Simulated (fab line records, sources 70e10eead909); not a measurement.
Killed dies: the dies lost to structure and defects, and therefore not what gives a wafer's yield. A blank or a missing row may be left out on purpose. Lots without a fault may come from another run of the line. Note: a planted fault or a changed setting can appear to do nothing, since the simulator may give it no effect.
Problem report, 8D (eight disciplines) form, completed by code	flow nand_harc	the parts of the form that need people (team, actions taken, sign-off) are left out

## 1. THE PROBLEM
killed_at_periphery at NHARC_END_SORT_01 reads a mean of 93.0 on 1 wafer of 1 lot; wafers without a fault read 3.4 with a standard deviation of 2.1. Relative to the usual mean, that is a shift of +43 standard deviations.
Earliest sighting: wafer L798.2 on prober-01 at day 22 03:02. The record holds 1 wafer of 1 lot with a number at this step. Rule for "out" (also "out of limits"): further than 4 standard deviations from the usual mean. The rest of the wafers with a number are treated as sound.

## 2. WHAT IT IS; WHAT IT IS NOT
question	is	is not
which readings at this step	killed_at_periphery, defect_limited_yield, killed_dies, sort_bin_2_pct, sort_bin_3_pct, sort_n_pass, sort_yield_pct	killed_at_array, killed_at_other, killed_open, killed_short, sort_rim_yield_pct
which lots	L798	-
which wafers of those lots	all that have a number	-
read on which gauges	prober-01	-
when	from day 22 03:02	up to then (0 sound wafers)

## 3. WHAT RULES OUT EACH SUSPECT
Counting: a tool at any process step up to the reading remains a suspect when it ran all the lots that are out and ran no sound lot after the first of those.
- the gauge at NHARC_END_SORT_01: kept. All the wafers that are out were read on prober-01, and no step on other tools shows them out.
- pvd_sputter-03 at NHARC_P_M2_DEGAS_29 (time 60 s): kept. It ran the lot that is out, L798 (day 8 22:34), and no sound lot after that.
- pvd_sputter-03 at NHARC_P_M2_PVD_21 (deposits Cu, target thk 30 nm, time 20.49 s): kept. It ran the lot that is out, L798 (day 8 22:46), and no sound lot after that.
Still standing after the count: pvd_sputter-03 at NHARC_P_M2_DEGAS_29, pvd_sputter-03 at NHARC_P_M2_PVD_21, prober-01 at NHARC_END_SORT_01.

## 4. THE CAUSE (what the simulator had put in)
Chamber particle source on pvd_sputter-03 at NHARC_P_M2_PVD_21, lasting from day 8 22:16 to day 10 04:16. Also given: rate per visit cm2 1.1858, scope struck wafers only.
3 suspects survive the count, and this tool is in that group.

## 5. THE CHAIN OF EFFECTS, in route order
Each row: a reading where the mean over the struck wafers with a number is more than 3 standard deviations away from the usual. Only readings whose record carries a usual standard deviation are examined. hours: median over the lots of the time between each lot's start at the first step of this table that gives one and its start at this step. sigmas: the change, counted in usual standard deviations.
hours	step	reading	usual	on struck wafers	change	sigmas
0	NHARC_END_SORT_01	defect_limited_yield	95.4 %	80.9	-14.5	-8.1
0	NHARC_END_SORT_01	killed_at_periphery	3.4	93.0	+89.6	+43
0	NHARC_END_SORT_01	killed_dies	31	129	+98	+8.2
0	NHARC_END_SORT_01	sort_bin_2_pct	1.5 %	8.0	+6.5	+9.2
0	NHARC_END_SORT_01	sort_bin_3_pct	0.25 %	4.58	+4.33	+20
0	NHARC_END_SORT_01	sort_n_pass	646	548	-98	-8.2
0	NHARC_END_SORT_01	sort_yield_pct	95.4 %	80.9	-14.5	-8.1

## 6. WHAT WOULD HAVE CAUGHT IT SOONER
The first out-of-limits reading at a measuring or inspecting step in this record came at day 22 03:02, 317 hours after the fault's start at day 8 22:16.
No tool reading at NHARC_P_M2_PVD_21 that has a usual standard deviation in the record was out on any struck wafer, so an alarm limit of 4 standard deviations on those readings would not have fired.
All the lots that are out (1) had begun NHARC_P_M2_PVD_21 on pvd_sputter-03 by day 22 03:02. Had the tool been put on hold then, not one of them would have been saved.
